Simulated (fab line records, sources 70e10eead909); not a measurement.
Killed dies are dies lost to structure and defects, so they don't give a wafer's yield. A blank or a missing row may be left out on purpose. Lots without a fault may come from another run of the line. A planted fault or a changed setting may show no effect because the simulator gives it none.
fab line records | flow nand_harc | part 1 of 2: steps 1 to 28 of 39
record lots=5 wafers=15 last_day=32
route steps=1302 shown A_SOURCE_PLATE@418 A_ONON_D1@424 A_CHANNEL_HOLE_D1@450
lots that met no fault: from a run of the same line without faults
start_h: hours from the record's first day to the start of the lot's first wafer shown | wait_h: hours since the lot's step before | " the same as in the row above | L1.1+2: a row that stands for several wafers | - no value, or no start given | * or withheld: withheld | < > ~ a bound
route shown NAME@n: a module of which the file shows steps, and the number in the route of the first | usual: mean/standard deviation of fault-free wafers | same: alike in all rows | chamber/n: place in a boat | sites: the reading at each site | _std_site: their standard deviation | _edge_site: outer sites' mean less inner sites' | radius_mm: how far each site lies from the wafer's centre | mask NAME#n: copy n | behind: the tool/chamber that last shaped the wafer | hold: why the lot was held/for how many hours/how that ended | device: the transistor (n, p or np) that didn't switch | end of line: the same wafers' tests at the end of the route | a step without rows: its recipe alone | killed: dies lost to structure and defects at the first sort, not the wafer's yield | map: a wafer's dies, x killed, . not, _ none there
set.NAME: the setting as run; set.NAME@STEP: as run at that earlier step | model.NAME: the simulator's own value behind a step, which no gauge read
lots at some steps of the route; a table a step, a row a wafer
services: from which hour (start_h, from the record's first day; less than 0 if before it) a tool's chamber was out of use, for how many hours, and why
## steps
# step NHARC_A_SOURCE_PLATE_CVD_03
# recipe target_thk_a=2000 temp_c=620 pressure_mtorr=200 time_s=4000 material=poly-Si
# columns lot.wafer tool chamber start_h wait_h
L076.2+5+6 lpcvd_poly-03 0 177.16 -
L079.1+2+5 lpcvd_poly-02 0 203.42 -
L080.2+3+4 lpcvd_poly-02 0 203.42 -
L087.1+2+6 lpcvd_poly-03 0 277.81 -
L094.3+5+6 lpcvd_poly-04 0 354.45 -
# step NHARC_A_SOURCE_PLATE_ANNEAL_05
# recipe temp_c=850 time_s=1800
# columns lot.wafer tool chamber start_h wait_h
L076.2+5+6 furnace-05 0 183.19 2.9
L079.1+2+5 furnace-04 0 210.51 4.0
L080.2+3+4 furnace-04 0 210.51 4.0
L087.1+2+6 furnace-05 0 283.82 2.9
L094.3+5+6 furnace-04 0 360.83 3.3
# step NHARC_A_SOURCE_PLATE_THK_MEAS_06
# recipe thk_meas_gauge=ellipsometry
# usual thk_nm=200.0/2.2
# columns lot.wafer tool chamber start_h wait_h thk_nm
L076.2 film_metro-02 - 187.12 0.4 203.7
L076.5 " - " " 201.6
L076.6 " - " " 204.1
L080.2 film_metro-01 - 214.45 0.4 199.4
L080.3 " - " " 200.6
L080.4 " - " " 200.5
L079.1 film_metro-02 - 214.45 0.4 201.2
L079.2 " - " " 201.3
L079.5 " - " " 201.0
L087.1 film_metro-01 - 287.78 0.4 202.2
L087.2 " - " " 201.9
L087.6 " - " " 202.8
L094.3 film_metro-01 - 364.75 0.4 199.2
L094.5 " - " " 199.3
L094.6 " - " " 197.4
# step NHARC_A_SOURCE_PLATE_INSPECT_08
# usual raw_defect_count=64/25
# columns lot.wafer tool chamber start_h wait_h raw_defect_count
L076.2 defect_inspect-02 - 187.19 0.0 113
L076.5 " - " " 78
L076.6 " - " " 89
L079.1 defect_inspect-02 - 214.51 0.0 63
L079.2 " - " " 51
L079.5 " - " " 59
L080.2 defect_inspect-01 - 214.51 0.0 51
L080.3 " - " " 37
L080.4 " - " " 75
L087.1 defect_inspect-01 - 287.88 0.0 54
L087.2 " - " " 41
L087.6 " - " " 56
L094.3 defect_inspect-01 - 364.82 0.0 42
L094.5 " - " " 32
L094.6 " - " " 46
# step NHARC_A_ONON_D1_DEP_00
# recipe target_thk_a=10000 n2_flow_sccm=2750 n2o_flow_sccm=2000 nh3_flow_sccm=500 sih4_flow_sccm=210 temp_c=400
# usual n2o_flow_sccm=2000/5.5
# columns lot.wafer tool chamber start_h wait_h n2o_flow_sccm
L076.2 pecvd_onon-01 0 187.31 0.1 1995
L076.5 " 0 " " 2002
L076.6 " 0 " " 2006
L079.1 pecvd_onon-01 0 214.58 0.1 2004
L079.2 " 0 " " 2004
L079.5 " 0 " " 1996
L080.2 pecvd_onon-04 0 214.64 0.1 1986
L080.3 " 0 " " 1990
L080.4 " 0 " " 1994
L087.1 pecvd_onon-02 0 287.95 0.1 2003
L087.2 " 0 " " 2001
L087.6 " 0 " " 2001
L094.3 pecvd_onon-01 0 365.00 0.2 2012
L094.5 " 0 " " 2003
L094.6 " 0 " " 2003
# step NHARC_A_ONON_D1_THK_MEAS_02
# recipe thk_meas_gauge=ellipsometry
# usual thk_nm=1000/10
# columns lot.wafer tool chamber start_h wait_h thk_nm
L076.2 film_metro-02 - 187.75 - 996
L076.5 " - " " 995
L076.6 " - " " 995
L079.1 film_metro-01 - 215.08 - 988
L079.2 " - " " 989
L079.5 " - " " 988
L080.2 film_metro-02 - 215.09 - 1021
L080.3 " - " " 1018
L080.4 " - " " 1018
L087.1 film_metro-01 - 288.46 - 993
L087.2 " - " " 993
L087.6 " - " " 991
L094.3 film_metro-01 - 365.39 - 997
L094.5 " - " " 998
L094.6 " - " " 997
# step NHARC_A_ONON_D1_DEP_03
# recipe target_thk_a=10000 n2_flow_sccm=2750 n2o_flow_sccm=2000 nh3_flow_sccm=500 sih4_flow_sccm=210 temp_c=400
# usual n2o_flow_sccm=1999/6.3
# columns lot.wafer tool chamber start_h wait_h n2o_flow_sccm
L076.2 pecvd_onon-01 0 187.87 0.1 1998
L076.5 " 0 " " 2002
L076.6 " 0 " " 1999
L079.1 pecvd_onon-01 0 215.14 0.1 2007
L079.2 " 0 " " 2002
L079.5 " 0 " " 2002
L080.2 pecvd_onon-04 0 215.20 0.1 2001
L080.3 " 0 " " 1994
L080.4 " 0 " " 1998
L087.1 pecvd_onon-01 0 288.52 0.1 2011
L087.2 " 0 " " 2003
L087.6 " 0 " " 2010
L094.3 pecvd_onon-01 0 365.56 0.2 1998
L094.5 " 0 " " 2001
L094.6 " 0 " " 1994
# step NHARC_A_ONON_D1_THK_MEAS_05
# recipe thk_meas_gauge=ellipsometry
# usual thk_nm=1001/9
# columns lot.wafer tool chamber start_h wait_h thk_nm
L076.2 film_metro-01 - 188.32 - 998
L076.5 " - " " 997
L076.6 " - " " 996
L079.1 film_metro-02 - 215.65 - 994
L079.2 " - " " 993
L079.5 " - " " 991
L080.2 film_metro-01 - 215.66 - 993
L080.3 " - " " 994
L080.4 " - " " 995
L087.1 film_metro-02 - 289.03 - 999
L087.2 " - " " 1000
L087.6 " - " " 1000
L094.3 film_metro-01 - 365.95 - 1019
L094.5 " - " " 1016
L094.6 " - " " 1017
# step NHARC_A_ONON_D1_DEP_06
# recipe target_thk_a=10000 n2_flow_sccm=2750 n2o_flow_sccm=2000 nh3_flow_sccm=500 sih4_flow_sccm=210 temp_c=400
# usual n2o_flow_sccm=1999/5.9
# columns lot.wafer tool chamber start_h wait_h n2o_flow_sccm
L076.2 pecvd_onon-01 0 188.43 0.1 1999
L076.5 " 0 " " 1997
L076.6 " 0 " " 1999
L079.1 pecvd_onon-04 0 215.71 0.1 1999
L079.2 " 0 " " 1998
L079.5 " 0 " " 1998
L080.2 pecvd_onon-02 0 215.77 0.1 1997
L080.3 " 0 " " 1990
L080.4 " 0 " " 1996
L087.1 pecvd_onon-04 0 289.09 0.1 2001
L087.2 " 0 " " 2010
L087.6 " 0 " " 1998
L094.3 pecvd_onon-04 0 366.13 0.2 1990
L094.5 " 0 " " 2003
L094.6 " 0 " " 2001
# step NHARC_A_ONON_D1_THK_MEAS_08
# recipe thk_meas_gauge=ellipsometry
# usual thk_nm=1001/9.1
# columns lot.wafer tool chamber start_h wait_h thk_nm
L076.2 film_metro-01 - 188.89 - 996
L076.5 " - " " 993
L076.6 " - " " 993
L079.1 film_metro-02 - 216.22 - 994
L079.2 " - " " 994
L079.5 " - " " 994
L080.2 film_metro-01 - 216.22 - 1014
L080.3 " - " " 1013
L080.4 " - " " 1012
L087.1 film_metro-02 - 289.60 - 1004
L087.2 " - " " 1006
L087.6 " - " " 1005
L094.3 film_metro-01 - 366.52 - 1005
L094.5 " - " " 1003
L094.6 " - " " 1004
# step NHARC_A_ONON_D1_DEP_09
# recipe target_thk_a=10000 n2_flow_sccm=2750 n2o_flow_sccm=2000 nh3_flow_sccm=500 sih4_flow_sccm=210 temp_c=400
# usual n2o_flow_sccm=1999/6.2
# columns lot.wafer tool chamber start_h wait_h n2o_flow_sccm
L076.2 pecvd_onon-01 0 189.00 0.1 1993
L076.5 " 0 " " 2003
L076.6 " 0 " " 2007
L079.1 pecvd_onon-04 0 216.28 0.1 1990
L079.2 " 0 " " 1984
L079.5 " 0 " " 1993
L080.2 pecvd_onon-02 0 216.33 0.1 2006
L080.3 " 0 " " 2006
L080.4 " 0 " " 1993
L087.1 pecvd_onon-02 0 289.66 0.1 1992
L087.2 " 0 " " 2002
L087.6 " 0 " " 1998
L094.3 pecvd_onon-04 0 366.69 0.2 2003
L094.5 " 0 " " 1998
L094.6 " 0 " " 2011
# step NHARC_A_ONON_D1_THK_MEAS_11
# recipe thk_meas_gauge=ellipsometry
# usual thk_nm=999/11
# columns lot.wafer tool chamber start_h wait_h thk_nm
L076.2 film_metro-01 - 189.46 - 1000
L076.5 " - " " 997
L076.6 " - " " 997
L079.1 film_metro-01 - 216.78 - 1024
L079.2 " - " " 1023
L079.5 " - " " 1022
L080.2 film_metro-02 - 216.78 - 993
L080.3 " - " " 991
L080.4 " - " " 990
L087.1 film_metro-01 - 290.17 - 1009
L087.2 " - " " 1010
L087.6 " - " " 1011
L094.3 film_metro-02 - 367.09 - 976
L094.5 " - " " 974
L094.6 " - " " 976
# step NHARC_A_ONON_D1_DEP_12
# recipe target_thk_a=10000 n2_flow_sccm=2750 n2o_flow_sccm=2000 nh3_flow_sccm=500 sih4_flow_sccm=210 temp_c=400
# usual n2o_flow_sccm=2000/6.3
# columns lot.wafer tool chamber start_h wait_h n2o_flow_sccm
L076.2 pecvd_onon-01 0 189.58 0.1 2002
L076.5 " 0 " " 2006
L076.6 " 0 " " 1998
L079.1 pecvd_onon-04 0 216.84 0.1 2000
L079.2 " 0 " " 1998
L079.5 " 0 " " 2002
L080.2 pecvd_onon-02 0 216.90 0.1 1998
L080.3 " 0 " " 2010
L080.4 " 0 " " 2002
L087.1 pecvd_onon-04 0 290.22 0.1 1990
L087.2 " 0 " " 1994
L087.6 " 0 " " 1985
L094.3 pecvd_onon-04 0 367.26 0.2 2000
L094.5 " 0 " " 1998
L094.6 " 0 " " 1997
# step NHARC_A_ONON_D1_THK_MEAS_14
# recipe thk_meas_gauge=ellipsometry
# usual thk_nm=1003/11
# columns lot.wafer tool chamber start_h wait_h thk_nm
L076.2 film_metro-01 - 190.03 - 1033
L076.5 " - " " 1034
L076.6 " - " " 1033
L079.1 film_metro-02 - 217.35 - 1011
L079.2 " - " " 1011
L079.5 " - " " 1012
L080.2 film_metro-01 - 217.35 - 995
L080.3 " - " " 994
L080.4 " - " " 996
L087.1 film_metro-02 - 290.74 - 1006
L087.2 " - " " 1007
L087.6 " - " " 1006
L094.3 film_metro-02 - 367.65 - 999
L094.5 " - " " 1001
L094.6 " - " " 999
# step NHARC_A_ONON_D1_ANNEAL_15
# recipe temp_c=750 time_s=3600
# columns lot.wafer tool chamber start_h wait_h
L076.2+5+6 furnace-03 0 193.20 3.2
L079.1+2+5 furnace-06 0 222.57 5.2
L080.2+3+4 furnace-06 0 222.57 5.2
L087.1+2+6 furnace-06 0 294.17 3.4
L094.3+5+6 furnace-07 0 372.26 4.6
# step NHARC_A_ONON_D1_DEP_16
# recipe target_thk_a=10000 n2_flow_sccm=2750 n2o_flow_sccm=2000 nh3_flow_sccm=500 sih4_flow_sccm=210 temp_c=400
# usual n2o_flow_sccm=2000/5.7
# columns lot.wafer tool chamber start_h wait_h n2o_flow_sccm
L076.2 pecvd_onon-01 0 197.18 0.1 2002
L076.5 " 0 " " 1999
L076.6 " 0 " " 1997
L079.1 pecvd_onon-04 0 226.49 0.1 2001
L079.2 " 0 " " 2001
L079.5 " 0 " " 1994
L080.2 pecvd_onon-02 0 226.55 0.1 1998
L080.3 " 0 " " 2004
L080.4 " 0 " " 2004
L087.1 pecvd_onon-02 0 298.09 0.1 2002
L087.2 " 0 " " 1994
L087.6 " 0 " " 1998
L094.3 pecvd_onon-04 0 376.30 0.2 2006
L094.5 " 0 " " 2015
L094.6 " 0 " " 2004
# step NHARC_A_ONON_D1_THK_MEAS_18
# recipe thk_meas_gauge=ellipsometry
# usual thk_nm=1000/11
# columns lot.wafer tool chamber start_h wait_h thk_nm
L076.2 film_metro-02 - 197.63 - 987
L076.5 " - " " 987
L076.6 " - " " 988
L079.1 film_metro-01 - 227.00 - 1001
L079.2 " - " " 1001
L079.5 " - " " 1002
L080.2 film_metro-02 - 227.00 - 1012
L080.3 " - " " 1011
L080.4 " - " " 1010
L087.1 film_metro-02 - 298.59 - 994
L087.2 " - " " 993
L087.6 " - " " 995
L094.3 film_metro-01 - 376.70 - 1011
L094.5 " - " " 1010
L094.6 " - " " 1012
# step NHARC_A_ONON_D1_DEP_19
# recipe target_thk_a=10000 n2_flow_sccm=2750 n2o_flow_sccm=2000 nh3_flow_sccm=500 sih4_flow_sccm=210 temp_c=400
# usual n2o_flow_sccm=1999/5.8
# columns lot.wafer tool chamber start_h wait_h n2o_flow_sccm
L076.2 pecvd_onon-01 0 197.75 0.1 2000
L076.5 " 0 " " 1996
L076.6 " 0 " " 1996
L079.1 pecvd_onon-01 0 227.05 0.1 2003
L079.2 " 0 " " 2014
L079.5 " 0 " " 2001
L080.2 pecvd_onon-04 0 227.12 0.1 2003
L080.3 " 0 " " 2007
L080.4 " 0 " " 1998
L087.1 pecvd_onon-04 0 298.65 0.1 1998
L087.2 " 0 " " 1987
L087.6 " 0 " " 1996
L094.3 pecvd_onon-04 0 376.88 0.2 1997
L094.5 " 0 " " 1995
L094.6 " 0 " " 1995
# step NHARC_A_ONON_D1_THK_MEAS_21
# recipe thk_meas_gauge=ellipsometry
# usual thk_nm=1003/9.4
# columns lot.wafer tool chamber start_h wait_h thk_nm
L076.2 film_metro-01 - 198.20 - 1004
L076.5 " - " " 1004
L076.6 " - " " 1004
L079.1 film_metro-01 - 227.57 - 1006
L079.2 " - " " 1007
L079.5 " - " " 1007
L080.2 film_metro-02 - 227.57 - 996
L080.3 " - " " 996
L080.4 " - " " 998
L087.1 film_metro-02 - 299.16 - 1005
L087.2 " - " " 1005
L087.6 " - " " 1004
L094.3 film_metro-01 - 377.27 - 1010
L094.5 " - " " 1010
L094.6 " - " " 1009
# step NHARC_A_ONON_D1_DEP_22
# recipe target_thk_a=10000 n2_flow_sccm=2750 n2o_flow_sccm=2000 nh3_flow_sccm=500 sih4_flow_sccm=210 temp_c=400
# usual n2o_flow_sccm=2001/5.4
# columns lot.wafer tool chamber start_h wait_h n2o_flow_sccm
L076.2 pecvd_onon-04 0 198.32 0.1 2003
L076.5 " 0 " " 2004
L076.6 " 0 " " 2004
L079.1 pecvd_onon-02 0 227.62 0.1 2003
L079.2 " 0 " " 2005
L079.5 " 0 " " 2002
L080.2 pecvd_onon-01 0 227.68 0.1 2008
L080.3 " 0 " " 2010
L080.4 " 0 " " 2002
L087.1 pecvd_onon-01 0 299.22 0.1 2004
L087.2 " 0 " " 2001
L087.6 " 0 " " 2003
L094.3 pecvd_onon-04 0 377.45 0.2 1988
L094.5 " 0 " " 1997
L094.6 " 0 " " 2000
# step NHARC_A_ONON_D1_THK_MEAS_24
# recipe thk_meas_gauge=ellipsometry
# usual thk_nm=998/9.2
# columns lot.wafer tool chamber start_h wait_h thk_nm
L076.2 film_metro-01 - 198.77 - 986
L076.5 " - " " 986
L076.6 " - " " 987
L079.1 film_metro-01 - 228.13 - 986
L079.2 " - " " 985
L079.5 " - " " 987
L080.2 film_metro-02 - 228.14 - 995
L080.3 " - " " 997
L080.4 " - " " 996
L087.1 film_metro-02 - 299.73 - 986
L087.2 " - " " 987
L087.6 " - " " 985
L094.3 film_metro-01 - 377.84 - 1008
L094.5 " - " " 1009
L094.6 " - " " 1010
# step NHARC_A_ONON_D1_DEP_25
# recipe target_thk_a=10000 n2_flow_sccm=2750 n2o_flow_sccm=2000 nh3_flow_sccm=500 sih4_flow_sccm=210 temp_c=400
# usual n2o_flow_sccm=1999/6.3
# columns lot.wafer tool chamber start_h wait_h n2o_flow_sccm
L076.2 pecvd_onon-02 0 198.88 0.1 1994
L076.5 " 0 " " 1994
L076.6 " 0 " " 1994
L079.1 pecvd_onon-04 0 228.18 0.1 1992
L079.2 " 0 " " 2011
L079.5 " 0 " " 2001
L080.2 pecvd_onon-02 0 228.25 0.1 2005
L080.3 " 0 " " 2000
L080.4 " 0 " " 1990
L087.1 pecvd_onon-02 0 299.79 0.1 2003
L087.2 " 0 " " 2001
L087.6 " 0 " " 2008
L094.3 pecvd_onon-04 0 378.01 0.2 2010
L094.5 " 0 " " 2009
L094.6 " 0 " " 2009
# step NHARC_A_ONON_D1_THK_MEAS_27
# recipe thk_meas_gauge=ellipsometry
# usual thk_nm=997/8.4
# columns lot.wafer tool chamber start_h wait_h thk_nm
L076.2 film_metro-01 - 199.33 - 1009
L076.5 " - " " 1008
L076.6 " - " " 1009
L079.1 film_metro-01 - 228.69 - 1013
L079.2 " - " " 1015
L079.5 " - " " 1015
L080.2 film_metro-02 - 228.71 - 982
L080.3 " - " " 982
L080.4 " - " " 983
L087.1 film_metro-01 - 300.29 - 1002
L087.2 " - " " 1003
L087.6 " - " " 1002
L094.3 film_metro-01 - 378.40 - 985
L094.5 " - " " 983
L094.6 " - " " 983
# step NHARC_A_ONON_D1_DEP_28
# recipe target_thk_a=10000 n2_flow_sccm=2750 n2o_flow_sccm=2000 nh3_flow_sccm=500 sih4_flow_sccm=210 temp_c=400
# usual n2o_flow_sccm=2000/5.8
# columns lot.wafer tool chamber start_h wait_h n2o_flow_sccm
L076.2 pecvd_onon-01 0 199.45 0.1 2006
L076.5 " 0 " " 2005
L076.6 " 0 " " 1999
L079.1 pecvd_onon-01 0 228.75 0.1 2004
L079.2 " 0 " " 1994
L079.5 " 0 " " 2004
L080.2 pecvd_onon-04 0 228.82 0.1 1996
L080.3 " 0 " " 1994
L080.4 " 0 " " 1992
L087.1 pecvd_onon-04 0 300.35 0.1 1991
L087.2 " 0 " " 1994
L087.6 " 0 " " 1998
L094.3 pecvd_onon-04 0 378.57 0.2 1998
L094.5 " 0 " " 1997
L094.6 " 0 " " 2005
# step NHARC_A_ONON_D1_THK_MEAS_30
# recipe thk_meas_gauge=ellipsometry
# usual thk_nm=997/12
# columns lot.wafer tool chamber start_h wait_h thk_nm
L076.2 film_metro-02 - 199.91 - 1010
L076.5 " - " " 1010
L076.6 " - " " 1009
L079.1 film_metro-02 - 229.26 - 987
L079.2 " - " " 987
L079.5 " - " " 987
L080.2 film_metro-01 - 229.30 - 1004
L080.3 " - " " 1003
L080.4 " - " " 1003
L087.1 film_metro-02 - 300.86 - 981
L087.2 " - " " 979
L087.6 " - " " 979
L094.3 film_metro-01 - 378.97 - 1003
L094.5 " - " " 1002
L094.6 " - " " 1002
# step NHARC_A_ONON_D1_DEP_33
# recipe target_thk_a=2000 temp_c=400 pressure_torr=6.5 rf_w=900 teos_flow_sccm=161.4 flow_sccm=2650 target_thk_nm=200 gas=O2 material=SiO2
# usual heater_power_w=611/98 throttle_valve_pct=16.0/0.69
# columns lot.wafer tool chamber start_h wait_h heater_power_w throttle_valve_pct
L076.2 pecvd-04 0 200.08 0.2 528 16.9
L076.5 " 0 " " 528 17.0
L076.6 " 2 " " 564 16.7
L079.2 pecvd-04 1 229.32 0.1 495 14.8
L079.1 " 0 " " 558 17.3
L079.5 " 1 " " 506 15.0
L080.3 pecvd-03 1 229.36 0.1 773 15.5
L080.2 " 2 " " 533 15.2
L080.4 " 2 " " 547 15.5
L087.2 pecvd-01 0 300.97 0.1 720 15.7
L087.1 " 1 " " 682 16.1
L087.6 " 2 " " 603 16.4
L094.3 pecvd-04 1 379.02 0.1 506 15.1
L094.5 " 1 " " 512 15.0
L094.6 " 2 " " 683 16.4
# step NHARC_A_ONON_D1_THK_MEAS_34
# recipe thk_meas_gauge=ellipsometry
# usual thk_nm=199.9/2.6
# columns lot.wafer tool chamber start_h wait_h thk_nm
L076.2 film_metro-01 - 200.50 - 200.4
L076.5 " - " " 199.9
L076.6 " - " " 203.1
L079.1 film_metro-01 - 229.73 - 199.6
L079.2 " - " " 203.8
L079.5 " - " " 204.9
L080.2 film_metro-01 - 229.77 - 194.8
L080.3 " - " " 201.4
L080.4 " - " " 201.7
L087.1 film_metro-01 - 301.33 - 199.8
L087.2 " - " " 194.9
L087.6 " - " " 200.4
L094.3 film_metro-01 - 379.44 - 198.9
L094.5 " - " " 197.9
L094.6 " - " " 197.4
# step NHARC_A_ONON_D1_INSPECT_32
# usual raw_defect_count=78/27
# columns lot.wafer tool chamber start_h wait_h raw_defect_count
L076.2 defect_inspect-01 - 200.56 0.0 113
L076.5 " - " " 84
L076.6 " - " " 97
L079.1 defect_inspect-02 - 229.81 0.0 72
L079.2 " - " " 72
L079.5 " - " " 67
L080.2 defect_inspect-01 - 229.86 0.0 64
L080.3 " - " " 43
L080.4 " - " " 78
L087.1 defect_inspect-01 - 301.42 0.0 61
L087.2 " - " " 54
L087.6 " - " " 74
L094.3 defect_inspect-02 - 379.50 0.0 53
L094.5 " - " " 39
L094.6 " - " " 57
